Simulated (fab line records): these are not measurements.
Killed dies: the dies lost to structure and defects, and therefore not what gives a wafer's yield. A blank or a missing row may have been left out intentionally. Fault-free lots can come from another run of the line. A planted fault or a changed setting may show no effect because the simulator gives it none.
The tool behind it: which one? :: flow nand harc :: 12 lots with 36 wafers sampled at 5 steps, on a route of 1302 steps

== WHAT EACH GAUGE READ, for each wafer ==
NHARC_P_ZERO_WELL_CD_MEAS_11 targets a cd of 500 nm.
lot: L168
measured: day 2 07:14
on: cd sem-02
cd nm (nm): 500.2 498.9 503.4

lot: L170
measured: day 3 03:07
on: cd sem-01
cd nm (nm): 501.6 498.6 498.8

lot: L172
measured: day 3 23:07
on: cd sem-03
cd nm (nm): 500.7 500.0 498.5

lot: L181
measured: day 7 17:14
on: cd sem-02
cd nm (nm): 498.4 500.6 499.6

lot: L182
measured: day 8 03:09
on: cd sem-02
cd nm (nm): 499.0 500.0 500.3

lot: L183
measured: day 8 13:19
on: cd sem-03
cd nm (nm): 499.2 500.7 499.9

lot: L184
measured: day 8 23:11
on: cd sem-03
cd nm (nm): 499.8 498.9 500.4

lot: L185
measured: day 9 09:14
on: cd sem-03
cd nm (nm): 501.0 497.0 497.8

lot: L186
measured: day 9 19:15
on: cd sem-01
cd nm (nm): 496.6 495.6 497.9

lot: L188
measured: day 10 15:15
on: cd sem-01
cd nm (nm): 498.9 498.6 500.7

lot: L189
measured: day 11 01:11
on: cd sem-02
cd nm (nm): 499.7 501.6 503.1

lot: L190
measured: day 11 11:14
on: cd sem-01
cd nm (nm): 497.6 498.3 499.7

NHARC_P_ZERO_WELL_CD_MEAS_24 targets a cd of 720 nm.
lot: L168
measured: day 2 08:28
on: cd sem-02
cd nm (nm): 721.7 721.8 721.3

lot: L170
measured: day 3 04:28
on: cd sem-03
cd nm (nm): 720.5 723.0 723.5

lot: L172
measured: day 4 01:18
on: cd sem-03
cd nm (nm): 692.3 696.2 694.9 692.3 696.3 694.7

lot: L181
measured: day 7 18:29
on: cd sem-03
cd nm (nm): 718.5 719.4 719.1

lot: L182
measured: day 8 04:22
on: cd sem-01
cd nm (nm): 717.2 717.5 717.6

lot: L183
measured: day 8 14:38
on: cd sem-01
cd nm (nm): 718.2 718.6 717.4

lot: L184
measured: day 9 00:27
on: cd sem-03
cd nm (nm): 720.4 719.0 720.9

lot: L185
measured: day 9 12:27
on: cd sem-02
cd nm (nm): 724.5 721.1 721.4

lot: L186
measured: day 9 20:36
on: cd sem-03
cd nm (nm): 718.2 721.5 723.1

lot: L188
measured: day 10 16:47
on: cd sem-03
cd nm (nm): 721.5 719.9 721.5

lot: L189
measured: day 11 02:26
on: cd sem-01
cd nm (nm): 718.6 717.3 722.2

lot: L190
measured: day 11 12:35
on: cd sem-01
cd nm (nm): 721.8 717.2 719.8

NHARC_P_STI_OVL_MEAS_10.
lot: L168
measured: day 3 04:56
on: overlay-01
overlay x nm (nm): 1 1 1
overlay y nm (nm): -8 -8 -8

lot: L170
measured: day 4 02:44
on: overlay-02
overlay x nm (nm): 1 1 1
overlay y nm (nm): 13 13 14

lot: L172
measured: day 5 11:10
on: overlay-02
overlay x nm (nm): 5 6 6
overlay y nm (nm): 3 3 3

lot: L181
measured: day 8 17:17
on: overlay-02
overlay x nm (nm): 6 6 6
overlay y nm (nm): -5 -5 -5

lot: L182
measured: day 9 00:19
on: overlay-02
overlay x nm (nm): -2 -1 -2
overlay y nm (nm): 1 1 1

lot: L183
measured: day 9 10:41
on: overlay-02
overlay x nm (nm): -11 -11 -11
overlay y nm (nm): 10 10 11

lot: L184
measured: day 9 20:16
on: overlay-02
overlay x nm (nm): 6 7 6
overlay y nm (nm): -2 -2 -2

lot: L185
measured: day 10 11:35
on: overlay-02
overlay x nm (nm): -9 -9 -10
overlay y nm (nm): -4 -5 -5

lot: L186
measured: day 10 19:04
on: overlay-01
overlay x nm (nm): -5 -5 -5
overlay y nm (nm): 4 4 4

lot: L188
measured: day 11 14:35
on: overlay-01
overlay x nm (nm): 5 4 5
overlay y nm (nm): 8 8 8

lot: L189
measured: day 12 00:20
on: overlay-01
overlay x nm (nm): 5 5 6
overlay y nm (nm): -8 -8 -8

lot: L190
measured: day 12 14:13
on: overlay-01
overlay x nm (nm): -6 -6 -6
overlay y nm (nm): -10 -9 -10

== TOOL THAT RAN EACH LOT (tool first, then ch and the chambers of the sampled wafers, then the start) ==
lot: L168
NHARC_P_ZERO_WELL_ETCH_62: rie diel-05 ch 0,1,2, day 2 08:19 or earlier
NHARC_P_ZERO_WELL_EXPOSE_21: krf scanner-03 ch 0, day 2 08:19

lot: L170
NHARC_P_ZERO_WELL_ETCH_62: rie diel-05 ch 0,2,3, day 3 04:18 or earlier
NHARC_P_ZERO_WELL_EXPOSE_21: krf scanner-04 ch 0, day 3 04:18

lot: L172
NHARC_P_ZERO_WELL_ETCH_62: rie diel-04 ch 0,2,3, day 4 01:09 or earlier
NHARC_P_ZERO_WELL_EXPOSE_21: krf scanner-01 ch 0, day 4 01:09

lot: L181
NHARC_P_ZERO_WELL_ETCH_62: rie diel-01 ch 1,2,3, day 7 18:20 or earlier
NHARC_P_ZERO_WELL_EXPOSE_21: krf scanner-03 ch 0, day 7 18:20

lot: L182
NHARC_P_ZERO_WELL_ETCH_62: rie diel-05 ch 0,3, day 8 04:13 or earlier
NHARC_P_ZERO_WELL_EXPOSE_21: krf scanner-03 ch 0, day 8 04:13

lot: L183
NHARC_P_ZERO_WELL_ETCH_62: rie diel-01 ch 1,3, day 8 14:29 or earlier
NHARC_P_ZERO_WELL_EXPOSE_21: krf scanner-03 ch 0, day 8 14:29

lot: L184
NHARC_P_ZERO_WELL_ETCH_62: rie diel-01 ch 1,3, day 9 00:17 or earlier
NHARC_P_ZERO_WELL_EXPOSE_21: krf scanner-03 ch 0, day 9 00:17

lot: L185
NHARC_P_ZERO_WELL_ETCH_62: rie diel-04 ch 0,2, day 9 12:17 or earlier
NHARC_P_ZERO_WELL_EXPOSE_21: krf scanner-01 ch 0, day 9 12:17

lot: L186
NHARC_P_ZERO_WELL_ETCH_62: rie diel-04 ch 0,2,3, day 9 20:27 or earlier
NHARC_P_ZERO_WELL_EXPOSE_21: krf scanner-04 ch 0, day 9 20:27

lot: L188
NHARC_P_ZERO_WELL_ETCH_62: rie diel-04 ch 0,3, day 10 16:38 or earlier
NHARC_P_ZERO_WELL_EXPOSE_21: krf scanner-01 ch 0, day 10 16:38

lot: L189
NHARC_P_ZERO_WELL_ETCH_62: rie diel-04 ch 0,3, day 11 02:16 or earlier
NHARC_P_ZERO_WELL_EXPOSE_21: krf scanner-01 ch 0, day 11 02:16

lot: L190
NHARC_P_ZERO_WELL_ETCH_62: rie diel-04 ch 0,2,3, day 11 12:26 or earlier
NHARC_P_ZERO_WELL_EXPOSE_21: krf scanner-04 ch 0, day 11 12:26
- NHARC_P_ZERO_WELL_ETCH_62: etches the open film in CHF3/Ar, target depth 13 nm, time 6.5 s.
- NHARC_P_ZERO_WELL_EXPOSE_21: exposes mask P NWELL, target cd 720 nm.

== AS READ BY THE TOOLS THEMSELVES (means over the sampled wafers that have a number; for cases with no such wafer, the mark the record gives instead) ==
NHARC_P_ZERO_WELL_ETCH_62.
lot: L168
tool: rie diel-05
chamber pressure mTorr (mTorr): 25.000
drypump motor current A (A): 5.5
oes product au (a.u.): 0.969
rf vpp V (V): 371.0
showerhead plenum p Torr (Torr): 2.31
throttle valve pct (%): 20.216

lot: L170
tool: rie diel-05
chamber pressure mTorr (mTorr): 25.003
drypump motor current A (A): 5.6
oes product au (a.u.): 0.978
rf vpp V (V): 370.1
showerhead plenum p Torr (Torr): 2.31
throttle valve pct (%): 20.218

lot: L172
tool: rie diel-04
chamber pressure mTorr (mTorr): 25.017
drypump motor current A (A): 5.8
oes product au (a.u.): 0.934
rf vpp V (V): 370.7
showerhead plenum p Torr (Torr): 2.33
throttle valve pct (%): 20.214

lot: L181
tool: rie diel-01
chamber pressure mTorr (mTorr): 24.992
drypump motor current A (A): 6.2
oes product au (a.u.): 0.954
rf vpp V (V): 370.0
showerhead plenum p Torr (Torr): 2.34
throttle valve pct (%): 20.222

lot: L182
tool: rie diel-05
chamber pressure mTorr (mTorr): 24.971
drypump motor current A (A): 5.7
oes product au (a.u.): 0.963
rf vpp V (V): 369.9
showerhead plenum p Torr (Torr): 2.31
throttle valve pct (%): 20.218

lot: L183
tool: rie diel-01
chamber pressure mTorr (mTorr): 24.985
drypump motor current A (A): 6.2
oes product au (a.u.): 0.950
rf vpp V (V): 371.0
showerhead plenum p Torr (Torr): 2.34
throttle valve pct (%): 20.215

lot: L184
tool: rie diel-01
chamber pressure mTorr (mTorr): 25.001
drypump motor current A (A): 6.2
oes product au (a.u.): 0.967
rf vpp V (V): 370.6
showerhead plenum p Torr (Torr): 2.34
throttle valve pct (%): 20.220

lot: L185
tool: rie diel-04
chamber pressure mTorr (mTorr): 24.993
drypump motor current A (A): 5.3
oes product au (a.u.): 0.940
rf vpp V (V): 371.5
showerhead plenum p Torr (Torr): 2.38
throttle valve pct (%): 20.211

lot: L186
tool: rie diel-04
chamber pressure mTorr (mTorr): 24.974
drypump motor current A (A): 5.8
oes product au (a.u.): 0.962
rf vpp V (V): 369.1
showerhead plenum p Torr (Torr): 2.31
throttle valve pct (%): 20.223

lot: L188
tool: rie diel-04
chamber pressure mTorr (mTorr): 24.997
drypump motor current A (A): 6.2
oes product au (a.u.): 0.957
rf vpp V (V): 368.4
showerhead plenum p Torr (Torr): 2.23
throttle valve pct (%): 20.232

lot: L189
tool: rie diel-04
chamber pressure mTorr (mTorr): 25.001
drypump motor current A (A): 5.8
oes product au (a.u.): 0.974
rf vpp V (V): 368.3
showerhead plenum p Torr (Torr): 2.28
throttle valve pct (%): 20.221

lot: L190
tool: rie diel-04
chamber pressure mTorr (mTorr): 25.012
drypump motor current A (A): 5.8
oes product au (a.u.): 0.967
rf vpp V (V): 369.8
showerhead plenum p Torr (Torr): 2.30
throttle valve pct (%): 20.214

NHARC_P_ZERO_WELL_EXPOSE_21.
lot: L168
tool: krf scanner-03
reticle temp C (C): 23.07

lot: L170
tool: krf scanner-04
reticle temp C (C): 23.10

lot: L172
tool: krf scanner-01
reticle temp C (C): 23.07

lot: L181
tool: krf scanner-03
reticle temp C (C): 23.04

lot: L182
tool: krf scanner-03
reticle temp C (C): 23.13

lot: L183
tool: krf scanner-03
reticle temp C (C): 23.08

lot: L184
tool: krf scanner-03
reticle temp C (C): 22.90

lot: L185
tool: krf scanner-01
reticle temp C (C): 23.07

lot: L186
tool: krf scanner-04
reticle temp C (C): 22.91

lot: L188
tool: krf scanner-01
reticle temp C (C): 22.87

lot: L189
tool: krf scanner-01
reticle temp C (C): 22.94

lot: L190
tool: krf scanner-04
reticle temp C (C): 22.94

== THE ANSWER, worked out from the rows above alone ==
Rule: the lots themselves supply what counts as usual. The widest of any qualifying gaps counts: lots, ordered by their means at a reading, are off when they make up no more than a third of the lots, leave a main group of 4 or more, and stand apart from it by 3 or more times the standard deviation of that group's means. A main group is skipped when, at the precision printed for the reading in the tables above, its means are all equal. A lot without any number at a reading at which 4 lots or more have one is off too. Any other lot the step has rows for is counted as sound. Order of review: gauges by route order, followed by the tools' own readings, for which a lot's mean as printed above is used. The first step at which some lot is off is used, and at that step the reading that is off furthest; a lot without a number counts as furthest.
Off: L172, at NHARC_P_ZERO_WELL_CD_MEAS_24 (cd nm). Main group: mean 720.2 nm, sd 1.6.
If a tool, at a process step before that reading, ran all the lots that are off and no sound lot after the first of them, it fits. Gauges at NHARC_P_ZERO_WELL_CD_MEAS_24: tried the same way as those tools. NHARC_P_ZERO_WELL_ETCH_62 gives no start for some lots, so the hours and the order of its lots are those of NHARC_P_ZERO_WELL_EXPOSE_21. None of those tried fits.

== WHAT THE SIMULATOR HAD INSERTED ==
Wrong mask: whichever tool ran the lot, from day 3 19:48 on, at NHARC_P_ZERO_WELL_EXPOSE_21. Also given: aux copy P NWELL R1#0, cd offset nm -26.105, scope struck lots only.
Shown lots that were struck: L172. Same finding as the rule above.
